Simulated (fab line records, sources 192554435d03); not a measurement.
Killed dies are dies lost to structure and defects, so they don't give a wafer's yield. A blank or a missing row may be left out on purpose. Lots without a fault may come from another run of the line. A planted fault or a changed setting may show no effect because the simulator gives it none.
A struck lot beside a sound one | flow n5_finfet | 37 steps out of a route of 1938
Sound: wafers L355.1, L355.3, L355.5. Struck: wafers L342.1, L342.3, L342.4. The cause comes at the end.
At each step with rows: each side's tool, then ch and its chambers, then its first start. Under that, the readings that differ: sound wafers | struck wafers | difference of the means | sigmas: that difference in standard deviations of wafers without a fault.
alike: readings whose means differ by less than 2 such deviations, and words and numbers that are the same on both sides. not compared: withheld readings, readings that some wafer has no value for, bounds like >300 that may hide the same value, and numbers for which the record gives no deviation and whose values overlap.
The two part at a step that has a row with sigmas, a row that says differs or no value, or rows on one side only. Numbers that don't overlap but have no deviation are shown without sigmas and don't part them. A reading that every wafer of one side lacks parts them only if that side has two wafers or more.

first, 9 steps without rows for these wafers: N5_BEOL_M4_ANNEAL_95 (time 240 s); N5_BEOL_M4_SPUTTER_96 (material Cu, target thk 4.5 nm, time 8.29 s); N5_BEOL_M4_ECD_50 (material Cu, target thk 300 nm); N5_BEOL_M4_ANNEAL_51 (time 90 s); N5_BEOL_M4_CMP_52 (polishes, stops on SiOC, t overpolish 6.8 s, target thk 40 nm); N5_BEOL_M4_PRE_CLEAN_60 (time 15 s); N5_BEOL_M4_CO_CAP_55 (material Co, precursor CCTBA/H2, target thk 2 nm, time 102.1 s); N5_BEOL_M4_PRE_CLEAN_56 (time 15 s); N5_BEOL_M4_DEP_57 (deposits SiCN from 3MS/NH3, target thk 8 nm, time 14 s).
N5_BEOL_M4_RC_MEAS_101:
  sound on prober-02 ch 0, day 13 12:25; struck on prober-02 ch 0, day 10 00:52
  reading        | sound                | struck               | difference | sigmas
  DIBL_P (mV/V)  | 35.4 34.9 31.9       | 39.4 40.0 38.1       | +5.1       | +2
  IOFF_N (nA/um) | 0.16 0.15 0.11       | 0.22 0.22 0.19       | +0.07      | +2
  IOFF_P (nA/um) | 0.23 0.21 0.18       | 0.31 0.31 0.28       | +0.09      | +2
  ION_P (uA/um)  | 464 468 468          | 484 490 473          | +16        | +2
  VT_N (mV)      | 249 249 249          | 242 241 246          | -6         | -2
  VT_P (mV)      | -247.2 -247.9 -250.1 | -241.3 -240.8 -241.1 | +7.3       | +2
  alike: DIBL_N, ION_N, SS_N, SS_P
then, 24 steps without rows for these wafers: N5_BEOL_M5_ILD_DEP_00 (deposits SiCOH lowk from DEMS/porogen, target thk 140.64 nm, time 25.9 s); N5_BEOL_M5_CURE_79 (cures SiCOH lowk, time 240 s); N5_BEOL_M5_PECVD_70 (deposits SiO2 from TEOS/O2, target thk 16 nm, time 18 s); N5_BEOL_M5_HM_DEP_02 (deposits TiN, target thk 20 nm); N5_BEOL_M5_COAT_59 (time 60 s, resist thk 60 nm); N5_BEOL_M5_COAT_60 (time 60 s, resist thk 12 nm); N5_BEOL_M5_COAT_71 (time 60 s, resist thk 5 nm); N5_BEOL_M5_COAT_05 (resist thk 30 nm); N5_BEOL_M5_EBR_07; N5_BEOL_M5_SOFTBAKE_06 (time 60 s); N5_BEOL_M5_EXPOSE_08 (exposes mask M5, target cd 28 nm); N5_BEOL_M5_PEB_09 (peb time 60 s); N5_BEOL_M5_DEVELOP_10 (develop time 30 s); N5_BEOL_M5_DESCUM_16 (chemistry O2, time 7 s); N5_BEOL_M5_ETCH_72 (etches underlayer in N2/H2, target depth 6.5 nm, time 5.2 s); N5_BEOL_M5_ETCH_61 (etches SiARC in CF4, target depth 15.6 nm, time 26 s); N5_BEOL_M5_ETCH_62 (etches SOC in N2/H2, target depth 75 nm, overetch 15 nm, time 112.5 s); N5_BEOL_M5_STRIP_63 (strips in N2/H2); N5_BEOL_M5_STRIP_73 (strips in N2/H2); N5_BEOL_M5_STRIP_64 (strips in CF4); N5_BEOL_M5_HM_OPEN_17 (chemistry Cl2/BCl3, target TiN, target depth 20 nm, overetch 6 nm); N5_BEOL_M5_STRIP_19 (strips in O2); N5_BEOL_M5_COAT_65 (time 60 s, resist thk 60 nm); N5_BEOL_M5_COAT_66 (time 60 s, resist thk 12 nm).
N5_BEOL_M9_ECD_50: material Cu, target thk 318 nm.
  sound on ecd_cu-01 ch 0, day 15 13:16; struck on ecd_cu-02 ch 0,1, day 11 21:44
N5_BEOL_M9_CMP_52: polishes, stops on SiCOH lowk, t overpolish 7 s, target thk 140 nm.
  sound on cmp-02 ch 1,2,3, day 15 13:47; struck on cmp-01 ch 1,2,3, day 11 22:32
  reading                | sound    | struck | difference | sigmas
  time_to_endpoint_s (s) | 66 65 64 | 3 4 0  | -63        | -17
  alike: motor_current_A, platen_rpm
-- the record jumps here: 2 days lie between the struck wafers' starts before and after (it left off in module BEOL_M9 and takes up again in module PASSIVATION, whose first step shown is number 1936 of the route) --
N5_PASSIVATION_PROBE_49:
  the record has rows for the struck wafers here (prober-01, day 14 10:29) and none for the sound ones

WHERE THEY PART
First at N5_BEOL_M4_RC_MEAS_101; last, within this record, at N5_PASSIVATION_PROBE_49.

WHY: what the simulator had put in
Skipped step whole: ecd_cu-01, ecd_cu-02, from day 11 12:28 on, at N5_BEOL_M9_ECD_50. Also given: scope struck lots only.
